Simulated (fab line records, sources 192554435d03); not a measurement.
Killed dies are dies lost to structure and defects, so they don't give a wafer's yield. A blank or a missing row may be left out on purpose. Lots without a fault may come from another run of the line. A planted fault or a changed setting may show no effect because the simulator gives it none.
fab line records | flow n5_finfet
record lots=7 wafers=39
route steps=1938 shown FIN_SAQP@108 FIN_CUT@173 DUMMY_GATE@215 SD_EPI_N@275
start_h: hours from the record's first day to the start of the lot's first wafer shown | wait_h: hours since the lot's step before | " the same as in the row above | L1.1+2: a row that stands for several wafers | - no value, or no start given | * or withheld: withheld | < > ~ a bound
route shown NAME@n: a module of which the file shows steps, and the number in the route of the first | usual: mean/standard deviation of fault-free wafers | same: alike in all rows | chamber/n: place in a boat | sites: the reading at each site | _std_site: their standard deviation | _edge_site: outer sites' mean less inner sites' | radius_mm: how far each site lies from the wafer's centre | mask NAME#n: copy n | behind: the tool/chamber that last shaped the wafer | hold: why the lot was held/for how many hours/how that ended | device: the transistor (n, p or np) that didn't switch | end of line: the same wafers' tests at the end of the route | a step without rows: its recipe alone | killed: dies lost to structure and defects at the first sort, not the wafer's yield | map: a wafer's dies, x killed, . not, _ none there
set.NAME: the setting as run; set.NAME@STEP: as run at that earlier step | model.NAME: the simulator's own value behind a step, which no gauge read
lots whose settings were changed on purpose; a table a step, a row a wafer
## steps
# step N5_FIN_SAQP_EXPOSE_13
# recipe mask_id=FIN_CORE na=1.35 source_shape=dipole sigma_inner=0.538 sigma_outer=0.738 polarization=te target_cd_nm=35.6 dose_mj=63.25
# columns lot.wafer tool chamber start_h wait_h mask set.dose_mj
L075.1+2+5 arfi_scanner-02 0 29.49 - FIN_CORE#0 63.25
L078.1+3+5 arfi_scanner-02 0 46.63 - FIN_CORE#0 63.25
L078.2+4+6 " 0 " " FIN_CORE#0 61.23
L079.1+2+6 arfi_scanner-02 0 52.12 - FIN_CORE#0 58.44
L079.3+4+5 " 0 " " FIN_CORE#0 63.25
L080.1+2+4 arfi_scanner-01 0 57.95 - FIN_CORE#0 67.75
L080.3+5+6 " 0 " " FIN_CORE#0 63.25
L082.1+3+5 arfi_scanner-01 0 69.86 - FIN_CORE#0 66.81
L082.2+4+6 " 0 " " FIN_CORE#0 63.25
L083.1+4+6 arfi_scanner-01 0 76.08 - FIN_CORE#0 66.92
L083.2+3+5 " 0 " " FIN_CORE#0 63.25
L084.1+2+3+4+5+6 arfi_scanner-02 0 82.34 - FIN_CORE#0 63.25
# step N5_FIN_SAQP_PEB_14
# recipe peb_temp_c=withheld peb_time_s=60 resist=CAR-ArF
# step N5_FIN_SAQP_DEVELOP_15
# recipe develop_time_s=30 developer=TMAH resist=CAR-ArF dev_temp_c=23 rinse_liquid=diw dry=air_spin
# step N5_FIN_SAQP_CD_MEAS_16
# recipe target_cd_nm=35.6 landing_energy_ev=500 detector=se_inlens
# usual cd_nm=35.6/0.34
# columns lot.wafer tool chamber start_h wait_h set.dose_mj@FIN_SAQP_EXPOSE_13 cd_nm
L075.1 cd_sem-01 0 29.62 - 63.25 35.1
L075.2 " 0 " " 63.25 35.9
L075.5 " 0 " " 63.25 35.0
L078.1 cd_sem-03 0 46.76 - 63.25 35.5
L078.2 " 0 " " 61.23 36.2
L078.3 " 0 " " 63.25 35.4
L078.4 " 0 " " 61.23 36.5
L078.5 " 0 " " 63.25 35.7
L078.6 " 0 " " 61.23 36.7
L079.1 cd_sem-02 0 52.25 - 58.44 37.3
L079.2 " 0 " " 58.44 37.2
L079.3 " 0 " " 63.25 35.4
L079.4 " 0 " " 63.25 35.0
L079.5 " 0 " " 63.25 35.4
L079.6 " 0 " " 58.44 37.2
L080.1 cd_sem-03 0 58.07 - 67.75 34.1
L080.2 " 0 " " 67.75 33.9
L080.3 " 0 " " 63.25 35.9
L080.4 " 0 " " 67.75 34.1
L080.5 " 0 " " 63.25 35.4
L080.6 " 0 " " 63.25 36.1
L082.1 cd_sem-01 0 69.99 - 66.81 34.2
L082.2 " 0 " " 63.25 35.1
L082.3 " 0 " " 66.81 34.0
L082.4 " 0 " " 63.25 35.4
L082.5 " 0 " " 66.81 33.4
L082.6 " 0 " " 63.25 35.0
L083.1 cd_sem-01 0 76.21 - 66.92 33.9
L083.2 " 0 " " 63.25 35.3
L083.3 " 0 " " 63.25 35.9
L083.4 " 0 " " 66.92 33.8
L083.5 " 0 " " 63.25 35.0
L083.6 " 0 " " 66.92 34.2
L084.1 cd_sem-02 0 82.46 - 63.25 35.4
L084.2 " 0 " " 63.25 35.1
L084.3 " 0 " " 63.25 35.8
L084.4 " 0 " " 63.25 35.7
L084.5 " 0 " " 63.25 35.3
L084.6 " 0 " " 63.25 34.7
# step N5_FIN_CUT_CUT_ETCH_26
# recipe chemistry=CH3F/O2 target=SiNx target_depth_a=390 mask_material=SOC time_s=55.7 pressure_mtorr=30 source_w=395 bias_w=73 Ar_flow_sccm=150 CH3F_flow_sccm=30 O2_flow_sccm=20 ion_energy_ev=120
# columns lot.wafer tool chamber start_h wait_h set.target_depth_a model.etch.depth_nm
L075.1 rie_diel-05 1 35.18 0.0 390 39.97
L075.2 " 0 " " 390 39.15
L075.5 " 1 " " 390 39.42
L078.1 rie_diel-04 2 53.20 0.0 345.8 33.97
L078.2 " 1 " " 345.8 34.46
L078.3 " 0 " " 390 38.89
L078.4 " 3 " " 390 39.2
L078.5 " 3 " " 390 39.09
L078.6 " 2 " " 345.8 34.26
L079.1 rie_diel-04 2 58.11 0.0 390 38.89
L079.2 " 3 " " 390 39.17
L079.3 " 0 " " 390 39
L079.4 " 1 " " 390 39.19
L079.5 " 2 " " 390 38.44
L079.6 " 1 " " 390 39.2
L080.1 rie_diel-01 3 65.21 0.0 408.8 40.48
L080.2 " 0 " " 390 40.05
L080.3 " 2 " " 390 40.25
L080.4 " 1 " " 390 40.71
L080.5 " 3 " " 408.8 40.87
L080.6 " 2 " " 408.8 42.49
L082.1 rie_diel-05 2 76.09 0.0 390 39.72
L082.2 " 1 " " 390 39.64
L082.3 " 3 " " 390 39.26
L082.4 " 0 " " 390 38.36
L082.5 " 0 " " 390 38.25
L082.6 " 1 " " 390 39.56
L083.1 rie_diel-05 3 82.59 0.0 390 39.46
L083.2 " 0 " " 413.4 41.18
L083.3 " 2 " " 390 39.51
L083.4 " 0 " " 390 38.94
L083.5 " 2 " " 413.4 42.13
L083.6 " 3 " " 413.4 42.15
L084.1 rie_diel-05 2 88.51 0.0 390 39.49
L084.2 " 0 " " 390 38.57
L084.3 " 3 " " 390 39.67
L084.4 " 3 " " 390 39.34
L084.5 " 2 " " 390 39.82
L084.6 " 0 " " 390 38.89
# step N5_DUMMY_GATE_CVD_03
# recipe material=a-Si target_thk_a=1500 temp_c=530 precursor=SiH4 time_s=8042
# columns lot.wafer tool chamber start_h wait_h set.temp_c model.a-Si_of_DUMMY_GATE_CVD_03.thk_nm
L075.1 lpcvd-01 0/15 47.12 0.1 530 148.6
L075.2 " 0/20 " " 530 150
L075.5 " 0/34 " " 530 148.4
L078.1 - - - 0.1 551.3 268.4
L078.2 " - " " 551.3 268.8
L078.3+6 " - " " 551.3 269.2
L078.4 " - " " 551.3 269
L078.5 " - " " 551.3 268.6
L079.1 - - - 0.1 513.7 89.6
L079.2 " - " " 513.7 90.2
L079.3 " - " " 513.7 90.8
L079.4 " - " " 513.7 91.6
L079.5+6 " - " " 513.7 91.4
L080.1 - - - 0.1 539.7 194.4
L080.2 " - " " 539.7 193.4
L080.3 " - " " 539.7 193.8
L080.4 " - " " 539.7 194.2
L080.5 " - " " 539.7 192.4
L080.6 " - " " 539.7 194.8
L082.1 - - - 0.1 530 148
L082.2 " - " " 530 146.6
L082.3 " - " " 530 147.6
L082.4 " - " " 530 147
L082.5 " - " " 530 147.4
L082.6 " - " " 530 147.2
L083.1+6 - - - 0.1 508.7 79
L083.2 " - " " 508.7 78.6
L083.3 " - " " 508.7 78
L083.4 " - " " 508.7 78.8
L083.5 " - " " 508.7 77.8
L084.1+3 - - - 0.1 508.7 81.4
L084.2 " - " " 508.7 80.6
L084.4+6 " - " " 508.7 81
L084.5 " - " " 508.7 81.2
# step N5_DUMMY_GATE_ETCH_37
# recipe chemistry=N2/H2 target=SOC target_depth_a=600 overetch_a=300 temp_c=40 ion_energy_ev=200 pressure_mtorr=30 source_w=840 bias_w=150 n2_flow_sccm=200 h2_flow_sccm=200
# usual rf_vpp_V=524.6/2.1
# columns lot.wafer tool chamber start_h wait_h set.source_w rf_vpp_V
L075.1 rie_diel-04 3 56.00 0.0 840 523.7
L075.2 " 0 " " 840 523.7
L075.5 " 2 " " 840 522.6
L078.1 rie_diel-05 3 71.89 0.0 840 522.3
L078.2 " 1 " " 840 528.2
L078.3 " 0 " " 840 526.2
L078.4 " 2 " " 840 521.2
L078.5 " 1 " " 840 528.2
L078.6 " 0 " " 840 525.9
L079.1 rie_diel-01 0 77.92 0.0 789.6 536.8
L079.2 " 2 " " 789.6 537.3
L079.3 " 1 " " 840 527.5
L079.4 " 0 " " 789.6 538.4
L079.5 " 1 " " 840 526.2
L079.6 " 2 " " 840 525.8
L080.1 rie_diel-01 0 83.40 0.0 840 525.1
L080.2 " 1 " " 840 525.3
L080.3 " 2 " " 840 524.5
L080.4 " 2 " " 840 525.9
L080.5 " 0 " " 840 525.8
L080.6 " 1 " " 840 527.4
L082.1 rie_diel-01 2 97.57 0.0 912.3 511.0
L082.2 " 0 " " 840 526.0
L082.3 " 1 " " 840 526.3
L082.4 " 3 " " 912.3 507.7
L082.5 " 3 " " 912.3 508.8
L082.6 " 2 " " 840 525.2
L083.1 rie_diel-04 3 107.30 0.0 840 522.8
L083.2 " 1 " " 988 494.7
L083.3 " 0 " " 988 496.7
L083.4 " 3 " " 840 522.8
L083.5 " 0 " " 840 523.5
L083.6 " 1 " " 988 494.4
L084.1 rie_diel-01 2 109.54 0.0 712.1 553.3
L084.2 " 0 " " 840 526.4
L084.3 " 1 " " 712.1 557.1
L084.4 " 3 " " 840 521.7
L084.5 " 0 " " 840 526.8
L084.6 " 3 " " 712.1 549.6
# step N5_DUMMY_GATE_ETCH_32
# recipe chemistry=CF4 target=SiO2 target_depth_a=35 time_s=3.9 ion_energy_ev=350 pressure_mtorr=10 icp_w=800 bias_w=400 cf4_flow_sccm=80
# columns lot.wafer tool chamber start_h wait_h set.time_s model.etch.depth_nm
L075.1 rie_si-04 2 56.53 0.1 3.9 3.523
L075.2 " 1 " " 3.9 3.461
L075.5 " 0 " " 3.9 3.502
L078.1 rie_si-03 2 72.42 0.1 4.494 3.969
L078.2 " 1 " " 3.9 3.459
L078.3 " 3 " " 3.9 3.482
L078.4 " 0 " " 4.494 4.002
L078.5 " 2 " " 3.9 3.487
L078.6 " 3 " " 4.494 3.987
L079.1 rie_si-04 1 78.49 0.1 3.9 3.414
L079.2 " 3 " " 3.9 3.546
L079.3 " 2 " " 3.9 3.468
L079.4 " 2 " " 3.9 3.451
L079.5 " 1 " " 3.9 3.404
L079.6 " 3 " " 3.9 3.522
L080.1 rie_si-05 1 83.92 0.1 4.217 3.725
L080.2 " 0 " " 3.9 3.446
L080.3 " 3 " " 4.217 3.734
L080.4 " 2 " " 3.9 3.429
L080.5 " 1 " " 3.9 3.424
L080.6 " 2 " " 4.217 3.718
L082.1 rie_si-03 0 98.09 0.1 3.9 3.425
L082.2 " 3 " " 3.9 3.445
L082.3+5 " 2,1 " " 3.025 2.668
L082.4 " 1 " " 3.9 3.405
L082.6 " 0 " " 3.025 2.669
L083.1 rie_si-05 0 107.83 0.1 4.236 3.705
L083.2 " 2 " " 3.9 3.445
L083.3 " 1 " " 4.236 3.666
L083.4 " 1 " " 3.9 3.42
L083.5 " 0 " " 4.236 3.758
L083.6 " 2 " " 3.9 3.429
L084.1 rie_si-05 3 110.06 0.1 3.9 3.45
L084.2 " 0 " " 3.9 3.444
L084.3 " 2 " " 4.762 4.17
L084.4 " 1 " " 4.762 4.164
L084.5 " 0 " " 3.9 3.443
L084.6 " 3 " " 4.762 4.267
# step N5_SD_EPI_N_ETCH_35
# recipe chemistry=N2/H2 target=SOC overetch_a=1080 mask_material=SiARC temp_c=40 ion_energy_ev=100 source_w=3000 bias_w=133 pressure_mtorr=20 time_s=486 n2_flow_sccm=200 h2_flow_sccm=200
# columns lot.wafer tool chamber start_h wait_h set.time_s model.SiARC_of_SD_EPI_N_COAT_33.thk_nm
L075.1 rie_diel-06 3 58.43 0.0 486 20.2
L075.2 " 2 " " 486 20
L075.5 " 1 " " 486 19.4
L078.1 rie_diel-03 2 74.31 0.0 545.4 18.2
L078.2 " 0 " " 545.4 17.6
L078.3 " 3 " " 486 20
L078.4 " 1 " " 486 19
L078.5 " 1 " " 545.4 17
L078.6 " 0 " " 486 19.6
L079.1+4 rie_diel-03 1 80.50 0.0 486 19
L079.2+3 " 0,3 " " 395.2 22.8
L079.5 " 3 " " 395.2 22.6
L079.6 " 0 " " 486 20
L080.1 rie_diel-06 2 85.64 0.0 558.9 17.6
L080.2 " 0 " " 486 19.4
L080.3+5 " 1,0 " " 486 19.6
L080.4+6 " 3 " " 558.9 18
L082.1+3+4+5 rie_diel-03 2,3,2,3 100.68 0.0 486 20.2
L082.2 " 1 " " 486 19.4
L082.6 " 1 " " 486 19.2
L083.1+5 rie_diel-03 3,2 109.52 0.0 486 20
L083.2 " 1 " " 486 19
L083.3 " 2 " " 432.9 21.8
L083.4 " 0 " " 432.9 21.6
L083.6 " 1 " " 432.9 20.8
L084.1 rie_diel-03 1 111.90 0.0 418.2 21.4
L084.2 " 0 " " 418.2 22
L084.3 " 3 " " 486 19.8
L084.4 " 2 " " 418.2 22.2
L084.5 " 0 " " 486 20
L084.6 " 1 " " 486 19.2
## key
split step=N5_FIN_SAQP_EXPOSE_13 setting=dose_mj stated=63.25 by=wafer
response step=N5_FIN_SAQP_CD_MEAS_16 reading=cd_nm change=-0.253 per=1% r=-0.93
split step=N5_FIN_CUT_CUT_ETCH_26 setting=target_depth_a stated=390 by=wafer
response step=N5_FIN_CUT_CUT_ETCH_26 reading=model.etch.depth_nm change=+0.397 per=1% r=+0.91
split step=N5_DUMMY_GATE_CVD_03 setting=temp_c stated=530 by=lot
response step=N5_DUMMY_GATE_CVD_03 reading=model.a-Si_of_DUMMY_GATE_CVD_03.thk_nm change=+22.3 per=1% r=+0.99
split step=N5_DUMMY_GATE_ETCH_37 setting=source_w stated=840 by=wafer
response step=N5_DUMMY_GATE_ETCH_37 reading=rf_vpp_V change=-1.73 per=1% r=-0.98
split step=N5_DUMMY_GATE_ETCH_32 setting=time_s stated=3.9 by=wafer
response step=N5_DUMMY_GATE_ETCH_32 reading=model.etch.depth_nm change=+0.0339 per=1% r=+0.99
split step=N5_SD_EPI_N_ETCH_35 setting=time_s stated=486 by=wafer
response step=N5_SD_EPI_N_ETCH_35 reading=model.SiARC_of_SD_EPI_N_COAT_33.thk_nm change=-0.156 per=1% r=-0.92
